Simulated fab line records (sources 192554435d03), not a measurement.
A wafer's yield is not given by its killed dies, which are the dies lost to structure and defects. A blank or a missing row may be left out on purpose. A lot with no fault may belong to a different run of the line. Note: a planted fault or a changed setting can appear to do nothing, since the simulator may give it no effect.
fab line records | flow n5-finfet
record: lots: 7 wafers: 39
route steps=1938 shown FIN_SAQP@102 DUMMY_GATE@220 SD_EPI_P@321 SD_ACTIVATION@330 HKMG_FIN@413 MOL_CONTACT_COAG@588
start-h: hours from the record's first day to the start of the lot's first wafer shown | wait-h: how many hours have passed since the lot's step before this one | " same as the row above | L1.1+2: several wafers, shown together as one row | - value missing, or start not given | * or withheld: withheld | < > ~ a bound
route shown NAME@n: a module of which the file shows steps, and the number in the route of the first | usual: mean/standard deviation taken from wafers without a fault | same: alike in all rows | chamber/n: place in a boat | sites: each site's reading | _std_site: the standard deviation of these | _edge_site: mean of outer sites minus mean of inner sites | radius-mm: for every site, how far away it sits from the centre of the wafer | mask NAME#n: copy n | behind: tool/chamber where the wafer was last shaped | hold: why the lot was held/for how many hours/how that ended | device: which transistor (n, p or np) failed to switch | end of line: the route-end tests of the same wafers | a step given without rows: its recipe and nothing more | killed: not the wafer's yield, but the dies lost to structure and defects at the first sort | map: a wafer's dies, marking killed ones x, the rest . and places with no die _
set.NAME: setting as actually run; set.NAME@STEP: the setting as run at that earlier step | model.NAME: the simulator's own value behind a step, which no gauge read
lots where settings were altered on purpose, with a table for each step and a row for each wafer
== steps ==
step: N5_FIN_SAQP_HM_DEP_72
recipe: material: SiO2 target-thk-a: 120 temp-c: 400 precursor: SiH4/N2O pressure-torr: 0.75 rf-w: 275 time-s: 7.2
columns lot.wafer tool chamber start-h wait-h set.target-thk-a model.SiO2_of_FIN_SAQP_HM_DEP_72.thk-nm
L074.1 pecvd-04 0 20.78 0.0 120 11.67
L074.2 " 2 " " 134.6 13.35
L074.3 " 1 " " 120 11.78
L074.4 " 2 " " 134.6 13.41
L074.5 " 1 " " 134.6 13.46
L074.6 " 0 " " 120 12.06
L075.1 pecvd-01 0 27.37 0.0 120 11.81
L075.2 " 1 " " 120 11.82
L075.6 " 2 " " 120 12.06
L078.1 pecvd-02 0 45.35 0.0 115.6 11.48
L078.2 " 1 " " 120 11.98
L078.3 " 1 " " 115.6 11.84
L078.4 " 0 " " 115.6 11.8
L078.5 " 0 " " 120 12.2
L078.6 " 1 " " 120 12.33
L079.1 pecvd-01 0 50.96 0.0 106.9 10.53
L079.2 " 2 " " 106.9 10.7
L079.3 " 1 " " 120 11.83
L079.4 " 0 " " 120 12.01
L079.5 " 2 " " 120 12.18
L079.6 " 1 " " 106.9 10.73
L081.1 pecvd-01 1 63.22 0.0 120 12.02
L081.2+5 " 2,0 " " 120 11.89
L081.3 " 0 " " 120 11.58
L081.4 " 1 " " 120 12.17
L081.6 " 2 " " 120 12.07
L087.1 pecvd-04 0 100.37 0.0 120 11.82
L087.2 " 1 " " 120 11.73
L087.3 " 2 " " 120 11.74
L087.4+5 " 0,2 " " 120 11.85
L087.6 " 1 " " 120 12.06
L089.1 pecvd-01 1 111.18 0.0 120 11.89
L089.2 " 2 " " 120 11.97
L089.3 " 0 " " 120 11.84
L089.4 " 0 " " 120 11.78
L089.5 " 1 " " 120 11.81
L089.6 " 2 " " 120 12.06
step: N5_FIN_SAQP_COAT_49
recipe: resist: SOC temp-c: 250 time-s: 60 spin-rpm: 1500 resist-thk-nm: 100
step: N5_FIN_SAQP_COAT_50
recipe: resist: SiARC temp-c: 220 time-s: 60 spin-rpm: 1500 resist-thk-nm: 35
step: N5_FIN_SAQP_ETCH_52
recipe: chemistry: N2/H2 target: SOC target-depth-a: 1000 overetch-a: 200 mask-material: SiARC temp-c: 40 time-s: 150 ion-energy-ev: 200 pressure-mtorr: 30 source-w: 840 bias-w: 150 n2-flow-sccm: 200 h2-flow-sccm: 200 ends: end-point
step: N5_FIN_SAQP_STRIP_53
recipe: chemistry: N2/H2 temp-c: 40 n2-flow-sccm: 200 h2-flow-sccm: 200 rf-frequency-hz: 6e+07
step: N5_FIN_SAQP_HM_OPEN_73
recipe: chemistry: CHF3/O2 target: SiO2 stop-on: a-Si target-depth-a: 120 over-etch-frac: 1.8 mask-material: SOC time-s: 16.8 pressure-mtorr: 30 source-w: 650 bias-w: 170 Ar_flow_sccm: 200 CHF3_flow_sccm: 50 O2_flow_sccm: 5 ion-energy-ev: 200 ends: end-point
columns lot.wafer tool chamber start-h wait-h set.target-thk-a@FIN_SAQP_HM_DEP_72 model.etch.depth-nm
L074.1 rie-diel-03 1 21.42 0.0 120 11.67
L074.2 " 3 " " 134.6 13.35
L074.3 " 0 " " 120 11.78
L074.4 " 2 " " 134.6 13.41
L074.5 " 0 " " 134.6 13.46
L074.6 " 1 " " 120 12.06
L075.1 rie-diel-03 1 28.58 0.0 120 11.81
L075.2 " 3 " " 120 11.82
L075.6 " 2 " " 120 12.06
L078.1 rie-diel-04 0 46.12 0.0 115.6 11.48
L078.2 " 1 " " 120 11.98
L078.3 " 3 " " 115.6 11.84
L078.4 " 3 " " 115.6 11.8
L078.5 " 0 " " 120 12.2
L078.6 " 1 " " 120 12.33
L079.1 rie-diel-01 3 51.58 0.0 106.9 10.53
L079.2 " 0 " " 106.9 10.7
L079.3 " 1 " " 120 11.83
L079.4 " 2 " " 120 12.01
L079.5 " 2 " " 120 12.18
L079.6 " 1 " " 106.9 10.73
L081.1 rie-diel-03 0 64.70 0.0 120 12.02
L081.2+5 " 1,3 " " 120 11.89
L081.3 " 3 " " 120 11.58
L081.4 " 2 " " 120 12.17
L081.6 " 2 " " 120 12.07
L087.1 rie-diel-01 3 101.01 0.0 120 11.82
L087.2 " 1 " " 120 11.73
L087.3 " 0 " " 120 11.74
L087.4+5 " 2,1 " " 120 11.85
L087.6 " 2 " " 120 12.06
L089.1 rie-diel-01 2 111.92 0.0 120 11.89
L089.2 " 0 " " 120 11.97
L089.3 " 3 " " 120 11.84
L089.4 " 1 " " 120 11.78
L089.5 " 3 " " 120 11.81
L089.6 " 0 " " 120 12.06
step: N5_FIN_SAQP_FIN_ETCH_36
recipe: chemistry: HBr/Cl2/O2 target-depth-a: 1200 mask-material: SiNx time-s: 50.4 bias-w: 102 pressure-mtorr: 10 icp-w: 800 HBr_flow_sccm: 150 Cl2_flow_sccm: 80 O2_flow_sccm: 12
usual: oes-product-au: 1.005/0.014
columns lot.wafer tool chamber start-h wait-h set.icp-w oes-product-au model.etch.depth-nm model.FIN_SAQP.feature-depth-nm
L074.1 rie-si-03 2 25.30 0.0 800 1.004 121.5 121.6
L074.2 " 1 " " 712.9 0.981 115.1 115
L074.3 " 0 " " 712.9 0.970 114.4 114.4
L074.4 " 3 " " 712.9 0.942 115.4 115.4
L074.5 " 0 " " 800 1.018 121.6 121.6
L074.6 " 1 " " 800 1.024 121.1 121.2
L075.1 rie-si-03 0 33.13 0.0 800 0.995 119.8 119.8
L075.2 " 3 " " 800 0.980 121.2 121.2
L075.6 " 1 " " 800 1.010 119.5 119.4
L078.1 rie-si-03 2 50.04 0.0 800 1.003 120.9 120.8
L078.2 " 3 " " 730.7 0.945 115.6 115.6
L078.3 " 0 " " 730.7 0.988 116.2 116.2
L078.4 " 1 " " 730.7 0.980 114.1 114
L078.5 " 3 " " 800 0.983 122.3 122.2
L078.6 " 0 " " 800 1.008 120.4 120.4
L079.1 rie-si-06 2 55.57 0.0 800 1.002 121.1 121
L079.2 " 3 " " 800 0.995 119.3 119.2
L079.3 " 0 " " 800 0.994 120.5 120.4
L079.4 " 1 " " 800 1.017 119.9 120
L079.5 " 1 " " 800 1.020 118.8 118.8
L079.6 " 0 " " 800 1.007 121.1 121.2
L081.1 rie-si-06 3 69.32 0.0 708.3 0.942 111 111
L081.2 " 1 " " 708.3 0.980 112.6 112.6
L081.3 " 2 " " 800 1.008 121.7 121.6
L081.4 " 0 " " 800 1.004 120.9 120.8
L081.5 " 1 " " 800 1.026 120.4 120.4
L081.6 " 0 " " 708.3 0.961 114 114
L087.1 rie-si-06 3 105.10 0.0 674.9 0.945 109.9 110
L087.2 " 0 " " 674.9 0.947 110.7 110.6
L087.3 " 1 " " 800 1.025 120.1 120
L087.4 " 1 " " 674.9 0.968 110.9 110.8
L087.5 " 0 " " 800 1.005 121 121
L087.6 " 3 " " 800 0.989 118.7 118.8
L089.1 rie-si-02 0 116.21 0.0 699.2 0.968 115.6 115.6
L089.2 " 1 " " 699.2 0.957 113.3 113.4
L089.3 " 2 " " 800 1.023 122.1 122
L089.4 " 3 " " 800 1.017 118.7 118.8
L089.5 " 1 " " 699.2 0.960 111.8 111.8
L089.6 " 2 " " 800 1.015 120.5 120.6
step: N5_FIN_SAQP_PRECLEAN_38
recipe: chemistry: O3/DIW time-s: 45 temp-c: 22 o3-ppm: 10
step: N5_FIN_SAQP_PRECLEAN_45
recipe: chemistry: dHF time-s: 10 dilution: 500:1 temp-c: 25
step: N5_FIN_SAQP_SRD_39
recipe: dry: ipa-marangoni time-s: 30 temp-c: 23 rinse-liquid: diw
step: N5_FIN_SAQP_OCD_MEAS_76
usual: trench-depth-nm: 120.3/1.2
columns lot.wafer tool chamber start-h wait-h set.icp-w@FIN_SAQP_FIN_ETCH_36 trench-depth-nm
L074.1 ocd-01 - 25.52 0.0 800 121.7
L074.2 " - " " 712.9 115.0
L074.3 " - " " 712.9 114.4
L074.4 " - " " 712.9 115.4
L074.5 " - " " 800 121.9
L074.6 " - " " 800 120.3
L075.1 ocd-02 - 33.35 0.0 800 120.0
L075.2 " - " " 800 121.1
L075.6 " - " " 800 119.3
L078.1 ocd-02 - 50.26 0.0 800 120.4
L078.2 " - " " 730.7 115.9
L078.3 " - " " 730.7 116.1
L078.4 " - " " 730.7 114.1
L078.5 " - " " 800 122.1
L078.6 " - " " 800 120.4
L079.1 ocd-01 - 55.79 0.0 800 121.2
L079.2 " - " " 800 118.9
L079.3 " - " " 800 120.6
L079.4 " - " " 800 120.0
L079.5 " - " " 800 118.6
L079.6 " - " " 800 120.8
L081.1 ocd-01 - 69.53 0.0 708.3 110.9
L081.2 " - " " 708.3 112.4
L081.3 " - " " 800 121.3
L081.4 " - " " 800 120.7
L081.5 " - " " 800 120.6
L081.6 " - " " 708.3 113.5
L087.1 ocd-02 - 105.31 0.0 674.9 110.6
L087.2 " - " " 674.9 110.7
L087.3 " - " " 800 119.5
L087.4 " - " " 674.9 110.6
L087.5 " - " " 800 120.7
L087.6 " - " " 800 118.9
L089.1 ocd-02 - 116.43 0.0 699.2 115.3
L089.2 " - " " 699.2 113.4
L089.3 " - " " 800 122.2
L089.4 " - " " 800 118.8
L089.5 " - " " 699.2 112.0
L089.6 " - " " 800 120.2
step: N5_DUMMY_GATE_HM_DEP_06
recipe: material: SiNx target-thk-a: 800 precursor: DCS/NH3 temp-c: 700 pressure-mtorr: 300 time-s: 5141
columns lot.wafer tool chamber start-h wait-h set.time-s model.SiNx_of_DUMMY_GATE_HM_DEP_06.thk-nm
L074.1 - - - 0.0 5679 88.2
L074.2 " - " " 5679 88
L074.3 " - " " 5679 87.8
L074.4+5 " - " " 5679 88.4
L074.6 " - " " 5679 88.6
L075.1 lpcvd-02 1/90 48.23 0.0 5141 78.6
L075.2+6 " 1/95,1/114 " " 5141 78.8
L078.1+2 - - - 0.0 5652 87.4
L078.3+6 " - " " 5652 87.6
L078.4+5 " - " " 5652 87.8
L079.1+4+5+6 - - - 0.0 4753 73.6
L079.2+3 " - " " 4753 73
L081.1 - - - 0.0 5565 86.8
L081.2+6 " - " " 5565 87.6
L081.3+4 " - " " 5565 87.4
L081.5 " - " " 5565 86.6
L087.1 - - - 0.0 5141 80.8
L087.2+3+5 " - " " 5141 80.2
L087.4 " - " " 5141 80
L087.6 " - " " 5141 80.4
L089.1 - - - 0.0 5141 80
L089.2+4 " - " " 5141 80.2
L089.3 " - " " 5141 80.6
L089.5 " - " " 5141 79.4
L089.6 " - " " 5141 80.4
step: N5_DUMMY_GATE_ETCH_32
recipe: chemistry: CF4 target: SiO2 target-depth-a: 35 time-s: 3.9 ion-energy-ev: 350 pressure-mtorr: 10 icp-w: 800 bias-w: 400 cf4-flow-sccm: 80
columns lot.wafer tool chamber start-h wait-h set.time-s model.etch.depth-nm
L074.1 rie-si-05 2 45.20 0.1 3.9 3.493
L074.2 " 3 " " 3.9 3.479
L074.3 " 0 " " 3.9 3.464
L074.4 " 1 " " 3.9 3.47
L074.5 " 3 " " 3.9 3.475
L074.6 " 0 " " 3.9 3.481
L075.1 rie-si-05 2 53.30 0.1 3.9 3.54
L075.2 " 1 " " 3.9 3.5
L075.6 " 0 " " 3.9 3.487
L078.1 rie-si-05 1 70.59 0.1 3.9 3.438
L078.2 " 0 " " 3.9 3.418
L078.3 " 2 " " 3.9 3.446
L078.4 " 3 " " 3.9 3.499
L078.5 " 3 " " 3.9 3.453
L078.6 " 2 " " 3.9 3.492
L079.1 rie-si-01 2 76.13 0.1 3.9 3.524
L079.2 " 3 " " 3.516 3.167
L079.3 " 0 " " 3.516 3.189
L079.4 " 1 " " 3.9 3.506
L079.5 " 3 " " 3.516 3.142
L079.6 " 0 " " 3.9 3.559
L081.1 rie-si-05 3 89.09 0.1 3.9 3.499
L081.2 " 2 " " 3.9 3.512
L081.3 " 1 " " 3.9 3.475
L081.4 " 0 " " 3.9 3.444
L081.5 " 3 " " 3.9 3.471
L081.6 " 0 " " 3.9 3.484
L087.1 rie-si-04 2 126.13 0.1 3.9 3.484
L087.2 " 1 " " 3.9 3.48
L087.3 " 0 " " 4.573 4.056
L087.4 " 3 " " 4.573 4.076
L087.5 " 0 " " 3.9 3.473
L087.6 " 3 " " 4.573 4.067
L089.1 rie-si-04 0 137.09 0.1 3.9 3.462
L089.2 " 2 " " 3.9 3.514
L089.3 " 3 " " 3.9 3.461
L089.4 " 1 " " 3.9 3.504
L089.5 " 1 " " 3.9 3.527
L089.6 " 0 " " 3.9 3.446
step: N5_SD_EPI_P_EPI_21
recipe: material: SiGe:B dopant: B temp-c: 550 pressure-torr: 20 ambient: H2 time-s: 355
columns lot.wafer tool chamber start-h wait-h set.pressure-torr model.SiGe-B_of_SD_EPI_P_EPI_21.thk-nm
L074.1 epi-rpcvd-04 0 53.08 0.1 17.25 58
L074.2 " 0 " " 17.25 57
L074.3 " 0 " " 17.25 56.8
L074.4 " 0 " " 17.25 57.4
L074.5 " 0 " " 17.25 58.4
L074.6 " 0 " " 17.25 58.2
L075.1 epi-rpcvd-04 0 61.28 0.1 20 60.4
L075.2 " 0 " " 20 61.8
L075.6 " 0 63.08 1.8 20 61.4
L078.1 epi-rpcvd-02 0 79.04 0.2 23.07 64
L078.2+6 " 0 " " 23.07 64.2
L078.3 " 0 " " 23.07 65
L078.4 " 0 " " 23.07 64.6
L078.5 " 0 " " 23.07 64.8
L079.1 epi-rpcvd-02 0 85.96 0.2 20 59.6
L079.2+3 " 0 " " 20 60.8
L079.4 " 0 " " 20 59.8
L079.5 " 0 " " 20 60.4
L079.6 " 0 " " 20 60
L081.1 epi-rpcvd-04 0 98.61 0.1 23.14 64.8
L081.2+3 " 0 " " 23.14 64.2
L081.4 " 0 " " 23.14 64.4
L081.5 " 0 " " 23.14 65
L081.6 " 0 " " 23.14 64
L087.1 epi-rpcvd-02 0 135.67 0.3 17.31 56.4
L087.2 " 0 " " 17.31 56.6
L087.3+6 " 0 " " 17.31 58
L087.4+5 " 0 " " 17.31 57.4
L089.1 epi-rpcvd-01 0 146.16 0.3 16.2 56.2
L089.2 " 0 " " 16.2 56
L089.3+4 " 0 " " 16.2 56.4
L089.5+6 " 0 148.72 2.6 16.2 55.8
step: N5_SD_EPI_P_HM_STRIP_48
recipe: chemistry: H3PO4 temp-c: 160 material: SiNx target: SiNx target-depth-a: 30 overetch-fraction: 0.3
step: N5_SD_ACTIVATION_RTA_00
recipe: temp-c: 975 time-s: 0 ambient: N2 idle-temp-c: 600 ramp-up-c-per-s: 150 ramp-down-c-per-s: 60 cool-to-c: 600
step: N5_SD_ACTIVATION_LSA_01
recipe: temp-c: 1080 time-s: 0.0008 ambient: N2
step: N5_SD_ACTIVATION_RS_MEAS_03
recipe: thk-meas-gauge: four-point-probe
usual: RS_SD_N: 22.0/0.31 RS_SD_P: 56.5/0.82
columns lot.wafer tool chamber start-h wait-h set.pressure-torr@SD_EPI_P_EPI_21 RS_SD_N[ohm/sq] RS_SD_P[ohm/sq]
L074.1 film-metro-01 - 55.98 0.2 17.25 22.1 61.0
L074.2 " - " " 17.25 22.1 61.5
L074.3 " - " " 17.25 22.0 62.3
L074.4 " - " " 17.25 21.7 61.8
L074.5 " - " " 17.25 22.6 60.6
L074.6 " - " " 17.25 21.8 60.7
L075.1 film-metro-02 - 64.11 0.2 20 22.5 57.0
L075.2 " - " " 20 22.5 55.2
L075.6 " - " " 20 22.2 56.0
L078.1 film-metro-01 - 82.57 0.2 23.07 22.3 50.9
L078.2 " - " " 23.07 21.7 50.8
L078.3 " - " " 23.07 21.7 50.6
L078.4 " - " " 23.07 21.5 50.8
L078.5 " - " " 23.07 21.8 50.1
L078.6 " - " " 23.07 22.0 51.1
L079.1 film-metro-02 - 89.50 0.2 20 22.0 58.4
L079.2 " - " " 20 22.6 56.7
L079.3 " - " " 20 22.6 57.1
L079.4 " - " " 20 22.6 57.8
L079.5 " - " " 20 23.0 57.3
L079.6 " - " " 20 22.7 57.6
L081.1 film-metro-01 - 101.42 0.2 23.14 21.8 51.0
L081.2 " - " " 23.14 21.5 51.3
L081.3 " - " " 23.14 21.9 51.3
L081.4 " - " " 23.14 21.8 51.1
L081.5 " - " " 23.14 21.7 51.2
L081.6 " - " " 23.14 22.1 51.4
L087.1 film-metro-01 - 140.26 0.2 17.31 22.0 62.3
L087.2 " - " " 17.31 21.8 62.0
L087.3 " - " " 17.31 22.2 60.8
L087.4 " - " " 17.31 22.1 61.2
L087.5 " - " " 17.31 21.7 61.4
L087.6 " - " " 17.31 22.4 61.0
L089.1 film-metro-01 - 150.73 0.2 16.2 22.0 64.5
L089.2 " - " " 16.2 22.6 65.8
L089.3 " - " " 16.2 21.9 65.3
L089.4 " - " " 16.2 22.0 65.4
L089.5 " - " " 16.2 22.5 65.5
L089.6 " - " " 16.2 22.6 66.2
step: N5_HKMG_FIN_CVD_62
recipe: material: a-Si target-thk-a: 30 temp-c: 500 precursor: Si2H6 pressure-torr: 1 time-s: 20.8
columns lot.wafer tool chamber start-h wait-h set.temp-c model.a-Si_of_HKMG_FIN_CVD_62.thk-nm
L074.1+3+5+6 thermal-cvd-si-02 0,1,2,1 72.38 0.2 500 3
L074.2+4 " 2,0 " " 500 2.8
L075.1+2+6 thermal-cvd-si-01 1,0,1 81.54 0.2 500 3
L078.1+2+6 thermal-cvd-si-02 1,2,0 98.77 0.2 500 3
L078.3+4+5 " 0,1,2 " " 513.2 4.4
L079.1+2+3+4+5+6 thermal-cvd-si-02 1,2,0,1,0,2 105.07 0.2 500 3
L081.1 thermal-cvd-si-02 2 116.35 0.2 500 2.8
L081.2+4+5 " 0,0,1 " " 488 2
L081.3+6 " 1,2 " " 500 3
L087.1+2+3+4+5+6 thermal-cvd-si-02 1,0,1,0,1,0 155.61 0.2 500 3
L089.1+4+5 thermal-cvd-si-02 0,0,2 165.38 0.2 482 1.8
L089.2+3+6 " 1,2,1 " " 500 3
step: N5_MOL_CONTACT_COAG_ETCH_47
recipe: chemistry: CH3F/O2 target: SiNx target-depth-a: 270 mask-material: SiO2 stop-on: W over-etch-frac: 0.2 ion-energy-ev: 120 endpoint: OES-CN pressure-mtorr: 30 source-w: 395 bias-w: 73 Ar_flow_sccm: 150 CH3F_flow_sccm: 30 O2_flow_sccm: 20 ends: end-point
columns lot.wafer tool chamber start-h wait-h set.over-etch-frac model.etch.over-etch-s
L074.1 rie-diel-01 1 98.61 0.0 0.2 5.226
L074.2 " 2 " " 0.2 5.184
L074.3 " 0 " " 0.2059 5.292
L074.4 " 3 " " 0.2 5.113
L074.5 " 3 " " 0.2059 5.302
L074.6 " 2 " " 0.2059 5.363
L075.1+6 rie-diel-01 1 107.48 0.0 0.2 5.144
L075.2 " 0 " " 0.2 5.095
L078.1 rie-diel-01 0 122.62 0.0 0.1916 4.958
L078.2 " 2 " " 0.1916 5.077
L078.3 " 3 " " 0.1916 4.967
L078.4 " 2 " " 0.2 5.206
L078.5 " 3 " " 0.2 5.144
L078.6 " 0 " " 0.2 5.165
L079.1 rie-diel-01 1 129.60 0.0 0.1895 4.875
L079.2 " 0 " " 0.2 5.183
L079.3 " 3 " " 0.1895 4.842
L079.4 " 2 " " 0.2 5.155
L079.5 " 3 " " 0.2 5.116
L079.6 " 0 " " 0.1895 4.89
L081.1 rie-diel-03 2 154.97 0.0 0.2 5.377
L081.2 " 1 " " 0.1949 5.1
L081.3 " 3 " " 0.1949 5.141
L081.4 " 0 " " 0.2 5.313
L081.5 " 3 " " 0.2 5.262
L081.6 " 0 " " 0.1949 5.138
L087.1 rie-diel-01 3 185.81 0.0 0.2 5.155
L087.2 " 1 " " 0.2061 5.377
L087.3 " 0 " " 0.2 5.177
L087.4 " 2 " " 0.2 5.243
L087.5 " 2 " " 0.2061 5.382
L087.6 " 3 " " 0.2061 5.289
L089.1 rie-diel-01 1 193.24 0.0 0.2129 5.542
L089.2 " 2 " " 0.2 5.286
L089.3 " 3 " " 0.2129 5.522
L089.4 " 0 " " 0.2 5.224
L089.5 " 2 " " 0.2 5.247
L089.6 " 1 " " 0.2129 5.597
== key ==
split: step: N5_FIN_SAQP_HM_DEP_72 setting: target-thk-a stated: 120 by: wafer
response: step: N5_FIN_SAQP_HM_DEP_72 reading: model.SiO2_of_FIN_SAQP_HM_DEP_72.thk-nm change: +0.127 per: 1% r: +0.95
response: step: N5_FIN_SAQP_HM_OPEN_73 reading: model.etch.depth-nm change: +0.127 per: 1% r: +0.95
split: step: N5_FIN_SAQP_FIN_ETCH_36 setting: icp-w stated: 800 by: wafer
response: step: N5_FIN_SAQP_FIN_ETCH_36 reading: oes-product-au change: +0.00401 per: 1% r: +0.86
response: step: N5_FIN_SAQP_FIN_ETCH_36 reading: model.etch.depth-nm change: +0.622 per: 1% r: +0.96
response: step: N5_FIN_SAQP_FIN_ETCH_36 reading: model.FIN_SAQP.feature-depth-nm change: +0.622 per: 1% r: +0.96
response: step: N5_FIN_SAQP_OCD_MEAS_76 reading: trench-depth-nm change: +0.608 per: 1% r: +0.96
split: step: N5_DUMMY_GATE_HM_DEP_06 setting: time-s stated: 5141 by: lot
response: step: N5_DUMMY_GATE_HM_DEP_06 reading: model.SiNx_of_DUMMY_GATE_HM_DEP_06.thk-nm change: +0.825 per: 1% r: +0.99
split: step: N5_DUMMY_GATE_ETCH_32 setting: time-s stated: 3.9 by: wafer
response: step: N5_DUMMY_GATE_ETCH_32 reading: model.etch.depth-nm change: +0.0348 per: 1% r: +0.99
split: step: N5_SD_EPI_P_EPI_21 setting: pressure-torr stated: 20 by: lot
response: step: N5_SD_EPI_P_EPI_21 reading: model.SiGe-B_of_SD_EPI_P_EPI_21.thk-nm change: +0.24 per: 1% r: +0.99
response: step: N5_SD_ACTIVATION_RS_MEAS_03 reading: RS_SD_P change: -0.386 per: 1% r: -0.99
split: step: N5_HKMG_FIN_CVD_62 setting: temp-c stated: 500 by: wafer
response: step: N5_HKMG_FIN_CVD_62 reading: model.a-Si_of_HKMG_FIN_CVD_62.thk-nm change: +0.399 per: 1% r: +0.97
split: step: N5_MOL_CONTACT_COAG_ETCH_47 setting: over-etch-frac stated: 0.2 by: wafer
response: step: N5_MOL_CONTACT_COAG_ETCH_47 reading: model.etch.over-etch-s change: +0.0497 per: 1% r: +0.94
